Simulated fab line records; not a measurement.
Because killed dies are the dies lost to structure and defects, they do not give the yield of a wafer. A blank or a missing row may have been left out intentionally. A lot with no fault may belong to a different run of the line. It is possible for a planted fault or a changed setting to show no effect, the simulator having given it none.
Comparing a struck lot with a sound one + flow nandHarc + 14 out of 1302 route steps
Sound: wafers L929.1, L929.4, L929.5. Wafers L935.2, L935.3, L935.4 were the ones struck. The cause comes at the end.
At each step with rows: each side's tool, then ch and its chambers, then its first start. Under that, the readings that differ: sound wafers + struck wafers + difference of the means + sigmas: that difference in standard deviations of wafers without a fault.
alike: same words and numbers on both sides, and readings whose means sit less than 2 such deviations apart. not compared: any withheld reading, any reading some wafer has no value for, any bound like >300 that may hide the same value, and any number with overlapping values for which the record gives no deviation.
The two part at a step that has a row with sigmas, a row that says differs or no value, or rows on one side only. Non-overlapping numbers with no deviation appear without sigmas and do not part them. A reading that every wafer of one side lacks parts them only if that side has two wafers or more.

NHARC_A_M1_CD_MEAS_09: the cd target is 120 nm.
  sound on cdSem-02 ch 0, day 27 02:19; struck on cdSem-03 ch 0, day 28 14:20
| reading   | sound             | struck            | difference | sigmas |
|-----------|-------------------|-------------------|------------|--------|
| cdNm (nm) | 120.9 120.2 120.4 | 119.4 119.5 119.0 | -1.2       | -3     |
NHARC_A_M1_OVL_MEAS_10: pitch 240 nm.
  struck on overlay-02, day 28 14:25; sound on overlay-02, day 27 02:23
  alike: overlayXNm, overlayYNm
NHARC_A_M1_INSPECT_11:
  struck on defectInspect-01, day 28 14:27; sound on defectInspect-02, day 27 02:26
| reading        | sound    | struck      | difference | sigmas |
|----------------|----------|-------------|------------|--------|
| rawDefectCount | 58 74 69 | 150 161 140 | +83        | +2     |
then, 2 steps without rows for these wafers: NHARC_A_M1_DESCUM_14 (chemistry O2, time 3 s); NHARC_A_M1_ETCH_35 (etches the open film in N2/H2, target depth 40 nm, overetch 12 nm, time 43.94 s).
NHARC_A_M1_ETCH_15: etches the open film in C4F8/Ar, target depth 182.5 nm, time 91.2 s.
  sound: rieDiel-07 ch 2,3; struck: rieDiel-07 ch 0,1,3
| reading             | sound             | struck            | difference | sigmas |
|---------------------|-------------------|-------------------|------------|--------|
| oesProductAu (a.u.) | 0.917 0.923 0.923 | 0.981 0.972 0.963 | +0.051     | +3     |
  alike: rfVppV
  not compared: rfHoursCounterH
NHARC_A_M1_CD_MEAS_16:
  struck on cdSem-03, day 28 14:49; sound on cdSem-03, day 27 02:48
  alike: cdNm
then, 1 step without rows for these wafers: NHARC_A_M1_STRIP_18 (strips in N2/H2).
NHARC_A_M1_ETCH_28: etches the open film in CF4/N2, target depth 30 nm, time 72.99 s.
  sound: rieDiel-08 ch 1,2; struck: rieDiel-08 ch 0,2,3
  alike: drypumpMotorCurrentA, oesProductAu, rfVppV, showerheadPlenumPTorr, throttleValvePct
  not compared: rfHoursCounterH
then, 1 step without rows for these wafers: NHARC_A_M1_STRIP_19 (strips in post etch residue remover, time 600 s).
NHARC_A_M1_DEGAS_29: time 60 s.
  struck on pvdSputter-03, day 28 15:32; sound on pvdSputter-01, day 27 03:58
  alike: heaterPowerW, susceptorTempC
NHARC_A_M1_PRE_CLEAN_30: time 30 s.
  sound on pvdSputter-01; struck on pvdSputter-03
  alike: heaterPowerW, susceptorTempC
NHARC_A_M1_PVD_20: deposits TaN, target thk 5 nm, time 8.06 s.
  struck on pvdSputter-03, day 28 15:38; sound on pvdSputter-01, day 27 04:05
  no value came back on the struck wafers for biasV (V), cathodeDcPowerW (W), throttleValvePct (%); on the sound wafers biasV (V) reads 170.2 168.6 168.3
NHARC_A_M1_PVD_21: deposits Cu, target thk 30 nm, time 20.49 s.
  sound on pvdSputter-01; struck on pvdSputter-03
  alike: cathodeDcPowerW, chamberPressurePa, throttleValvePct

WHERE THEY PART
At NHARC_A_M1_CD_MEAS_09 first; at NHARC_A_M1_PVD_20 last (within this record only). Later steps at which nothing parts them and some readings are alike: NHARC_A_M1_PVD_21.

WHY: whatever the simulator had introduced
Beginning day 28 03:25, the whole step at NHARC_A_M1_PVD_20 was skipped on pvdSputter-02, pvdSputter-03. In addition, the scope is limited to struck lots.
